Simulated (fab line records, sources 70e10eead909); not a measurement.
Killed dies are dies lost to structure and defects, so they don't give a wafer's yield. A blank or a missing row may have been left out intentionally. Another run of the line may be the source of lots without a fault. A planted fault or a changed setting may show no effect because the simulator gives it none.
Problem report in the 8D (eight disciplines) form, filled by code -- flow nandHarc -- the parts of the form that need people (team, actions taken, sign-off) are left out

## 1. WHAT WENT WRONG
At NHARC_A_SLIT_SOFTBAKE_04, heaterPowerTotalW averages 209.49 W over 9 wafers from 3 lots, while fault-free wafers read 188.46 W, standard deviation 0.14. That is +99 or more standard deviations from the usual mean.
The step: time 55 s.
First seen on wafer L515.2, day 15 04:00, on lithoTrack-04. The record has a number at this step for 39 wafers belonging to 13 lots. Rule for "out", or "out of limits": more than 4 standard deviations from the usual mean. The other wafers with a number count as sound.

## 2. WHAT IT IS AND WHAT IT IS NOT
question,is,is not
which readings at this step,heaterPowerTotalW,-
which lots,"L515, L520, L521","L511, L512, L514, L519, L522, L523, L526, L527, L531, L532"
which wafers of those lots,all that have a number,-
read on which tools,lithoTrack-04,"lithoTrack-01, lithoTrack-06"
when,from day 15 04:00,"up to then (9 sound wafers); but 21 sound wafers of L519, L522, L523, L526, L527, L531, L532 came after"

## 3. THE SUSPECTS, EACH WITH WHAT RULES IT OUT
Counting: a tool at a process step up to the reading stays a suspect if it ran every lot that is out and no sound lot after the first of them.
- lithoTrack-04 at NHARC_A_SLIT_SOFTBAKE_04 (time 55 s): kept. Every lot that is out went through it, starting with L515 (day 15 04:00), and after that it ran no sound lot; the last sound lot it ran before then is L514 (day 14 20:00). Its own heaterPowerTotalW readings are out on those wafers.
The count leaves lithoTrack-04 at NHARC_A_SLIT_SOFTBAKE_04.

## 4. THE CAUSE (what the simulator had put in)
Drift in process parameters on lithoTrack-04 at NHARC_A_SLIT_SOFTBAKE_04, starting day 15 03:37. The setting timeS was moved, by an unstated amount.
After counting, this tool was the only one left.

## 5. THE EFFECT CHAIN, in route order
Each row: a reading where the mean over the struck wafers with a number is more than 3 standard deviations away from the usual. Only readings whose record carries a usual standard deviation are examined. hours: median over the lots of the time between each lot's start at the first step of this table that gives one and its start at this step. sigmas: the change, counted in usual standard deviations.
hours,step,reading,usual,on struck wafers,change,sigmas
0,NHARC_A_SLIT_SOFTBAKE_04,heaterPowerTotalW,188.46 W,209.49,+21.03,+99 or more
Process steps it contains:
- NHARC_A_SLIT_SOFTBAKE_04: time 55 s.

## 6. HOW IT WOULD HAVE BEEN CAUGHT EARLIER
In this record no reading fell out of limits until day 15 04:00, 0 hours after the fault had begun at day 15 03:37.
